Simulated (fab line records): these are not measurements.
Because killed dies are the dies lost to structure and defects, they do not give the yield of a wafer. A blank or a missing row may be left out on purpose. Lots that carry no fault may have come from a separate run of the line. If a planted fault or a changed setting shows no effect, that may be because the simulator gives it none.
Matching of chambers | flow n5 finfet | N5_BEOL_M7_ETCH_62 on rie diel-04: 4 sister chambers
The step etches SOC in N2/H2, target depth 110 nm, overetch 22 nm, time 165 s. 20 wafers are shown with their chamber, then 10 later ones without.

== WAFERS WITH THEIR CHAMBER ==
wafer  | chamber | drypump motor current A (A) | showerhead plenum p Torr (Torr) | throttle valve pct (%)
L076.3 | 1       | 6.1                         | 2.50                            | 17.55
L076.4 | 3       | 5.9                         | 2.51                            | 18.22
L076.6 | 1       | 6.1                         | 2.50                            | 17.55
L077.2 | 0       | 4.7                         | 2.42                            | 18.19
L077.5 | 3       | 5.9                         | 2.51                            | 18.24
L077.6 | 2       | 5.7                         | 2.63                            | 17.53
L079.1 | 1       | 6.1                         | 2.49                            | 17.56
L079.3 | 0       | 4.7                         | 2.41                            | 18.19
L079.5 | 2       | 5.8                         | 2.63                            | 17.53
L083.3 | 1       | 6.1                         | 2.49                            | 17.58
L083.4 | 2       | 5.7                         | 2.63                            | 17.54
L083.5 | 2       | 5.8                         | 2.63                            | 17.54
L086.2 | 2       | 5.7                         | 2.63                            | 17.54
L086.3 | 0       | 4.7                         | 2.41                            | 18.21
L086.5 | 0       | 4.7                         | 2.41                            | 18.21
L087.3 | 0       | 4.7                         | 2.41                            | 18.21
L087.4 | 0       | 4.7                         | 2.41                            | 18.22
L087.5 | 1       | 6.1                         | 2.49                            | 17.59
L090.2 | 0       | 4.7                         | 2.41                            | 18.22
L090.5 | 0       | 4.7                         | 2.41                            | 18.23

SIGNATURES (averages over the wafers above)
reading                  | chamber 0 | chamber 1 | chamber 2 | chamber 3 | scatter within a chamber
drypump motor current A  | 4.700     | 6.100     | 5.740     | 5.900     | 0.0274
showerhead plenum p Torr | 2.4112    | 2.4940    | 2.6300    | 2.5100    | 0.0036
throttle valve pct       | 18.2100   | 17.5660   | 17.5360   | 18.2300   | 0.0138
Rule: for a wafer and a chamber, the distance is found by dividing, reading by reading, the gap between the wafer's reading and the chamber's mean by the reading's scatter, squaring, summing and taking the root. If the next closest chamber is less than 2 further off than the closest, the wafer can't be placed; otherwise it belongs to the closest. The scatter: the root of (the sum of the squares of (reading less its chamber's mean) over the shown wafers, divided by (wafers less chambers)).

== WAFERS MISSING THEIR CHAMBER ==
wafer  | drypump motor current A (A) | showerhead plenum p Torr (Torr) | throttle valve pct (%)
L090.6 | 6.0                         | 2.50                            | 18.25
L089.1 | 6.0                         | 2.50                            | 18.26
L089.5 | 6.1                         | 2.48                            | 17.59
L089.6 | 5.7                         | 2.62                            | 17.56
L094.1 | 4.7                         | 2.40                            | 18.24
L094.2 | 6.1                         | 2.48                            | 17.62
L094.3 | 5.9                         | 2.50                            | 17.88
L096.2 | 5.9                         | 2.49                            | 17.85
L096.4 | 4.7                         | 2.40                            | 18.23
L096.5 | 5.9                         | 2.50                            | 17.86

== CHAMBER TAKEN BY EACH ==
wafer  | from the rows above     | in truth
L090.6 | 3                       | 3
L089.1 | 3                       | 3
L089.5 | 1                       | 1
L089.6 | 2                       | 2
L094.1 | 0                       | 0
L094.2 | 1                       | 1
L094.3 | can't be placed: 1 or 3 | 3
L096.2 | 1                       | 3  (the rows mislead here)
L096.4 | 0                       | 0
L096.5 | 1                       | 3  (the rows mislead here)
Correctly placed: 7 of 10. Not placeable from these rows: 1 (in 1, the candidates include the true chamber). Number placed wrongly: 2.
